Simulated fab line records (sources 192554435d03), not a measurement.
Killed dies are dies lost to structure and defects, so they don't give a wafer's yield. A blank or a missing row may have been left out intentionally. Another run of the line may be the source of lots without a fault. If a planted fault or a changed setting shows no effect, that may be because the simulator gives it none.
Problem report in the 8D (eight disciplines) form, filled by code / flow n5Finfet / the parts of the form that need people (team, actions taken, sign-off) are left out

## 1. THE PROBLEM
Wafers without a fault read 51.8 nm with a standard deviation of 0.57, while trenchDepthNm at N5_STI_FIN_REVEAL_FIN_H_MEAS_10 averages 42.0 nm across 3 wafers of 1 lot. Measured from the usual mean, that is -17 standard deviations.
First observed at day 3 08:52: wafer L579.3, on ocd-01. The record has a number at this step for 24 wafers belonging to 8 lots. Rule for "out" (also "out of limits"): further than 4 standard deviations from the usual mean. The other wafers with a number count as sound.

## 2. WHAT IT IS; WHAT IT IS NOT
question=which readings at this step | is=trenchDepthNm | is not=-
question=which lots | is=L579 | is not=L576, L578, L581, L592, L595, L598, L599
question=which wafers of those lots | is=all that have a number | is not=-
question=read on which gauges | is=ocd-01 | is not=ocd-02
question=when | is=from day 3 08:52 | is not=up to then (6 sound wafers); but 15 sound wafers of L581, L592, L595, L598, L599 came after

## 3. WHAT RULES OUT EACH SUSPECT
Counting: any tool at a process step up to the reading is kept as a suspect provided that every lot that is out went through it and no sound lot did after the first of them.
- ruled out: the gauge at N5_STI_FIN_REVEAL_FIN_H_MEAS_10. All the wafers that are out were read on ocd-01, but those of them that N5_BEOL_M4_RC_MEAS_101 has rows for are out there too, on other tools.
- aldSin-04 at N5_STI_FIN_REVEAL_ALD_00 (deposits SiO2, target thk 1 nm, pulse time 1 s): ruled out as a lasting fault. Sound lots L599 ran on it after its first lot that is out, L579 (day 3 00:02).
- rieDiel-02 at N5_STI_FIN_REVEAL_ETCHBACK_08 (etches SiO2 in C4F6/O2, target depth 30.5 nm, time 10.167 s): ruled out as a lasting fault. Sound lots L599 ran on it after its first lot that is out, L579 (day 3 05:40).
- rieSi-04 at N5_STI_FIN_REVEAL_ETCH_34 (etches Si in H2, material Si, target depth 0.97 nm): ruled out as a lasting fault. Sound lots L581, L595, L599 ran on it after its first lot that is out, L579 (day 3 08:11).
Left after counting: nothing in the record.

## 4. THE CAUSE (what the simulator had put in)
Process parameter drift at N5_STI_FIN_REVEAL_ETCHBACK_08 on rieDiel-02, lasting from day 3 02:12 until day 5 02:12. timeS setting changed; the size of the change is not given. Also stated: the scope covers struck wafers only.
It was ruled out by counting, in error; the rule expects a fault to strike all lots run on its tool from its start on, and this fault did not.

## 5. SEQUENCE OF EFFECTS, ordered by route
Each row: a reading whose mean over the struck wafers that have a number lies more than 3 standard deviations from the usual. Readings are gone through only where the record gives a usual standard deviation; hours: the median, over the lots, of the time from a lot's start at the first step in this table giving one to that lot's start at this step; sigmas: the change measured in usual standard deviations.
hours=0; step=N5_STI_FIN_REVEAL_FIN_H_MEAS_10; reading=trenchDepthNm; usual=51.8 nm; on struck wafers=42.0; change=-9.8; sigmas=-17
hours=125; step=N5_BEOL_M4_RC_MEAS_101; reading=DIBL_N; usual=36.9 mV/V; on struck wafers=104.2; change=+67.3; sigmas=+40
hours=125; step=N5_BEOL_M4_RC_MEAS_101; reading=DIBL_P; usual=36.7 mV/V; on struck wafers=93.4; change=+56.7; sigmas=+27
hours=125; step=N5_BEOL_M4_RC_MEAS_101; reading=IOFF_N; usual=0.17 nA/um; on struck wafers=18.57; change=+18.40; sigmas=+99 or more
hours=125; step=N5_BEOL_M4_RC_MEAS_101; reading=IOFF_N_85C; usual=3.3 nA/um; on struck wafers=166.4; change=+163.1; sigmas=+99 or more
hours=125; step=N5_BEOL_M4_RC_MEAS_101; reading=IOFF_N_LIN; usual=0.077 nA/um; on struck wafers=0.297; change=+0.220; sigmas=+18
hours=125; step=N5_BEOL_M4_RC_MEAS_101; reading=IOFF_N_LONG; usual=5.63e-05 nA/um; on struck wafers=4.80e-05; change=-8.30e-06; sigmas=-3.2
hours=125; step=N5_BEOL_M4_RC_MEAS_101; reading=IOFF_P; usual=0.22 nA/um; on struck wafers=25.47; change=+25.25; sigmas=+99 or more
hours=125; step=N5_BEOL_M4_RC_MEAS_101; reading=IOFF_P_85C; usual=3.8 nA/um; on struck wafers=206.4; change=+202.6; sigmas=+99 or more
hours=125; step=N5_BEOL_M4_RC_MEAS_101; reading=IOFF_P_LIN; usual=0.102 nA/um; on struck wafers=0.543; change=+0.441; sigmas=+34
hours=125; step=N5_BEOL_M4_RC_MEAS_101; reading=ION_N; usual=674 uA/um; on struck wafers=574; change=-100; sigmas=-8.3
hours=125; step=N5_BEOL_M4_RC_MEAS_101; reading=ION_P; usual=461 uA/um; on struck wafers=395; change=-66; sigmas=-9.4
hours=125; step=N5_BEOL_M4_RC_MEAS_101; reading=REXT_N; usual=75.2 ohm.um; on struck wafers=83.8; change=+8.6; sigmas=+5.7
hours=125; step=N5_BEOL_M4_RC_MEAS_101; reading=REXT_P; usual=101.1 ohm.um; on struck wafers=110.2; change=+9.1; sigmas=+3.8
hours=125; step=N5_BEOL_M4_RC_MEAS_101; reading=SS_N; usual=71.7 mV/dec; on struck wafers=150.4; change=+78.7; sigmas=+99 or more
hours=125; step=N5_BEOL_M4_RC_MEAS_101; reading=SS_P; usual=73.4 mV/dec; on struck wafers=148.2; change=+74.8; sigmas=+99 or more
hours=225; step=N5_PASSIVATION_PROBE_49; reading=sort_bin_4_leakage; usual=0.00 %; on struck wafers=92.74; change=+92.74; sigmas=+99 or more
hours=225; step=N5_PASSIVATION_PROBE_49; reading=sortNPass; usual=1082; on struck wafers=0; change=-1082; sigmas=-64
hours=225; step=N5_PASSIVATION_PROBE_49; reading=sortYieldPct; usual=91.7 %; on struck wafers=0.0; change=-91.7; sigmas=-66
Here are the process steps it includes:
- N5_PASSIVATION_PROBE_49

## 6. WHAT WOULD HAVE CAUGHT IT SOONER
7 hours passed between the start of the fault at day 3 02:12 and the first reading out of limits at a measuring or inspecting step in this record, taken at day 3 08:52.
No tool reading at N5_STI_FIN_REVEAL_ETCHBACK_08 that has a usual standard deviation in the record was out on any struck wafer, so an alarm limit of 4 standard deviations on those readings would not have fired.
